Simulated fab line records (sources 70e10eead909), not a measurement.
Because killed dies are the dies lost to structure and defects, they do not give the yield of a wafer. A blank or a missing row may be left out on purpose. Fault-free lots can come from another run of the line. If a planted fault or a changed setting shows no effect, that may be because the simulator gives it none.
Which of the tools did it? | flow nandHarc | 39 wafers from 13 lots sampled at 4 of the route's 1302 steps

== WHAT EACH GAUGE READ, for each wafer ==
NHARC_END_SORT_01. Usual: killedAtArray 53, standard deviation 21; killedAtOther 1.0, standard deviation 1.3; killedAtPeriphery 3.8, standard deviation 2.4; killedDies 58, standard deviation 21; killedOpen 3.4, standard deviation 1.9; killedShort 2.4, standard deviation 1.5.
lot  | measured     | on        | killedAtArray | killedAtOther | killedAtPeriphery | killedDies | killedOpen | killedShort | flag
L665 | day 29 05:02 | prober-02 | 674 56 74     | 1 1 2         | 2 0 3             | 677 57 79  | 2 3 1      | 3 4 3       | OFF
L667 | day 29 20:18 | prober-02 | 668 65 51     | 0 0 2         | 9 5 5             | 677 70 58  | 1 1 4      | 2 4 0       | OFF
L670 | day 31 00:04 | prober-01 | 25            | 0             | 3                 | 28         | 1          | 2           | 

== EACH LOT AND THE TOOL THAT RAN IT (in order: tool; ch and the chambers of the sampled wafers; start) ==
lot  | NHARC_A_STAIRCASE_CMP_152     | NHARC_A_STAIRCASE_ETCHBACK_422    | NHARC_A_SGD_CUT_ETCH_58
L655 | cmp-03 ch 0,2, day 19 14:03   | rieDiel-02 ch 1,3, day 19 14:31   | rieDiel-05 ch 1,3, day 19 16:42
L657 | cmp-02 ch 0,2,3, day 19 22:13 | rieDiel-04 ch 1,2,3, day 19 22:40 | rieDiel-08 ch 0,3, day 20 01:02
L665 | cmp-01 ch 0,1, day 23 07:17   | rieDiel-07 ch 0,1,3, day 23 07:44 | rieDiel-13 ch 0,1,2, day 23 10:05
L667 | cmp-01 ch 0,1,3, day 24 08:26 | rieDiel-02 ch 0,2,3, day 24 08:54 | rieDiel-13 ch 0,1,3, day 24 11:08
L670 | cmp-02 ch 0,1,2, day 25 02:41 | rieDiel-04 ch 1,2,3, day 25 03:10 | rieDiel-08 ch 0,2,3, day 25 05:25
L671 | cmp-02 ch 0,1,2, day 26 06:48 | rieDiel-04 ch 0,1,2, day 26 07:15 | rieDiel-05 ch 0,1,3, day 26 09:26
L672 | cmp-03 ch 1,2, day 26 16:09   | rieDiel-02 ch 0,3, day 26 16:37   | rieDiel-08 ch 1,2,3, day 26 18:56
L673 | cmp-03 ch 1,2,3, day 26 22:20 | rieDiel-02 ch 1,3, day 26 22:47   | rieDiel-05 ch 2,3, day 27 01:19
L675 | cmp-01 ch 0,1,3, day 28 05:52 | rieDiel-02 ch 0,1,3, day 28 06:21 | rieDiel-13 ch 1,2,3, day 28 08:41
L674 | cmp-02 ch 1,2,3, day 28 06:09 | rieDiel-02 ch 0,1,3, day 28 06:37 | rieDiel-05 ch 0,3, day 28 09:02
L676 | cmp-02 ch 1,3, day 28 06:21   | rieDiel-02 ch 0,1,3, day 28 06:50 | rieDiel-08 ch 0,3, day 28 09:11
L678 | cmp-03 ch 0,2, day 29 00:46   | rieDiel-02 ch 1,2,3, day 29 01:14 | rieDiel-13 ch 0,3, day 29 03:34
L677 | cmp-01 ch 2,3, day 29 01:02   | rieDiel-07 ch 0,1, day 29 01:30   | rieDiel-08 ch 2,3, day 29 03:48
- NHARC_A_STAIRCASE_CMP_152: polishes.
- NHARC_A_STAIRCASE_ETCHBACK_422: etches the open film in CH3F/O2, target depth 40 nm, time 74.286 s.
- NHARC_A_SGD_CUT_ETCH_58: etches the open film in CF4, target depth 39 nm, time 65 s.

== WHAT THE TOOLS THEMSELVES READ (means of the sampled wafers that have a number; where no wafer has one, the mark that the record gives instead) ==
NHARC_A_STAIRCASE_CMP_152. Usual: motorCurrentA at 12.7 A, with a standard deviation of 1.2.
lot  | tool   | motorCurrentA (A) | flag
L655 | cmp-03 | 11.8              | 
L657 | cmp-02 | 13.4              | 
L665 | cmp-01 | 11.9              | 
L667 | cmp-01 | 12.6              | 
L670 | cmp-02 | 13.0              | 
L671 | cmp-02 | 13.2              | 
L672 | cmp-03 | 12.2              | 
L673 | cmp-03 | 13.3              | 
L675 | cmp-01 | 12.9              | 
L674 | cmp-02 | 13.1              | 
L676 | cmp-02 | 13.2              | 
L678 | cmp-03 | 11.8              | 
L677 | cmp-01 | 12.4              | 

NHARC_A_STAIRCASE_ETCHBACK_422. Usual: drypumpMotorCurrentA 5.8 A, standard deviation 0.55; oesProductAu 0.96 a.u., standard deviation 0.037; rfVppV 244.2 V, standard deviation 1.7; showerheadPlenumPTorr 2.44 Torr, standard deviation 0.11; throttleValvePct 20.664 %, standard deviation 0.0091.
lot  | tool       | drypumpMotorCurrentA (A) | oesProductAu (a.u.) | rfVppV (V) | showerheadPlenumPTorr (Torr) | throttleValvePct (%) | flag
L655 | rieDiel-02 | 5.5                      | 1.00                | 244.6      | 2.41                         | 20.669               | 
L657 | rieDiel-04 | 6.4                      | 0.99                | 244.5      | 2.43                         | 20.655               | 
L665 | rieDiel-07 | 5.8                      | 0.92                | 244.8      | 2.49                         | 20.655               | 
L667 | rieDiel-02 | 5.2                      | 0.91                | 244.7      | 2.45                         | 20.660               | 
L670 | rieDiel-04 | 6.4                      | 1.01                | 244.1      | 2.41                         | 20.666               | 
L671 | rieDiel-04 | 6.4                      | 1.00                | 245.6      | 2.50                         | 20.666               | 
L672 | rieDiel-02 | 5.2                      | 0.98                | 244.5      | 2.48                         | 20.667               | 
L673 | rieDiel-02 | 5.6                      | 1.01                | 243.0      | 2.37                         | 20.664               | 
L675 | rieDiel-02 | 5.3                      | 0.93                | 244.3      | 2.46                         | 20.663               | 
L674 | rieDiel-02 | 5.3                      | 0.93                | 243.9      | 2.46                         | 20.661               | 
L676 | rieDiel-02 | 5.3                      | 0.93                | 243.7      | 2.46                         | 20.664               | 
L678 | rieDiel-02 | 5.5                      | 0.99                | 242.9      | 2.34                         | 20.670               | 
L677 | rieDiel-07 | 6.1                      | 0.99                | 245.6      | 2.55                         | 20.663               | 

NHARC_A_SGD_CUT_ETCH_58. Usual: drypumpMotorCurrentA 5.8 A, standard deviation 0.35; oesProductAu 1.000 a.u., standard deviation 0.0068; rfFwdPowerW 297.8 W, standard deviation 1.1; rfVppV 150.9 V, standard deviation 1.2; showerheadPlenumPTorr 1.75 Torr, standard deviation 0.073; throttleValvePct 13.285 %, standard deviation 0.0087.
lot  | tool       | drypumpMotorCurrentA (A) | oesProductAu (a.u.) | rfFwdPowerW (W) | rfVppV (V) | showerheadPlenumPTorr (Torr) | throttleValvePct (%) | flag
L655 | rieDiel-05 | 5.8                      | 1.001               | 297.2           | 152.4      | 1.83                         | 13.295               | 
L657 | rieDiel-08 | 6.1                      | 1.007               | 298.0           | 151.6      | 1.82                         | 13.279               | 
L665 | rieDiel-13 | 5.6                      | 0.913               | 258.2           | 150.2      | 1.70                         | 13.283               | OFF
L667 | rieDiel-13 | 5.6                      | 0.923               | 257.5           | 150.9      | 1.75                         | 13.284               | OFF
L670 | rieDiel-08 | 5.9                      | 0.999               | 298.4           | 152.3      | 1.80                         | 13.286               | 
L671 | rieDiel-05 | 5.8                      | 1.000               | 297.8           | 151.2      | 1.75                         | 13.286               | 
L672 | rieDiel-08 | 5.9                      | 1.004               | 297.6           | 151.1      | 1.77                         | 13.290               | 
L673 | rieDiel-05 | 5.8                      | 1.008               | 298.5           | 151.2      | 1.81                         | 13.284               | 
L675 | rieDiel-13 | 5.4                      | 1.002               | 297.9           | 151.3      | 1.75                         | 13.278               | 
L674 | rieDiel-05 | 5.7                      | 0.998               | 297.3           | 151.0      | 1.74                         | 13.284               | 
L676 | rieDiel-08 | 5.9                      | 0.993               | 298.5           | 151.3      | 1.80                         | 13.292               | 
L678 | rieDiel-13 | 5.7                      | 0.991               | 296.1           | 150.9      | 1.79                         | 13.297               | 
L677 | rieDiel-08 | 5.7                      | 0.998               | 298.9           | 151.1      | 1.79                         | 13.287               | 

== THE ANSWER, worked out from the rows above alone ==
Rule: take the mean of a lot's wafers that have a number; if it is more than 3 standard deviations from the usual mean, the lot is off. Also off: a lot with no number at a reading for which 4 or more lots have one. Any other lot the step has rows for is counted as sound. First the gauges in route order, then the tools' own readings, where a lot's mean is used as printed above. The first step at which some lot is off is used, and at that step the reading that is off furthest; a lot without a number counts as furthest.
Off at NHARC_END_SORT_01 (killedAtArray): L665, L667. Neither off nor sound, because the step has no rows for them: L655, L657, L671, L672, L673, L675, L674, L676, L678, L677.
A tool fits if, at a process step before that reading, it ran every lot that is off, and no sound lot after the first of them. Not tried: the gauges at NHARC_END_SORT_01; whatever is off there is also off at NHARC_A_SGD_CUT_ETCH_58, on other tools, and gauge error can't account for it. Can't be told from this: 2 tools fit, cmp-01 at NHARC_A_STAIRCASE_CMP_152, rieDiel-13 at NHARC_A_SGD_CUT_ETCH_58.

== WHAT WAS PUT IN BY THE SIMULATOR ==
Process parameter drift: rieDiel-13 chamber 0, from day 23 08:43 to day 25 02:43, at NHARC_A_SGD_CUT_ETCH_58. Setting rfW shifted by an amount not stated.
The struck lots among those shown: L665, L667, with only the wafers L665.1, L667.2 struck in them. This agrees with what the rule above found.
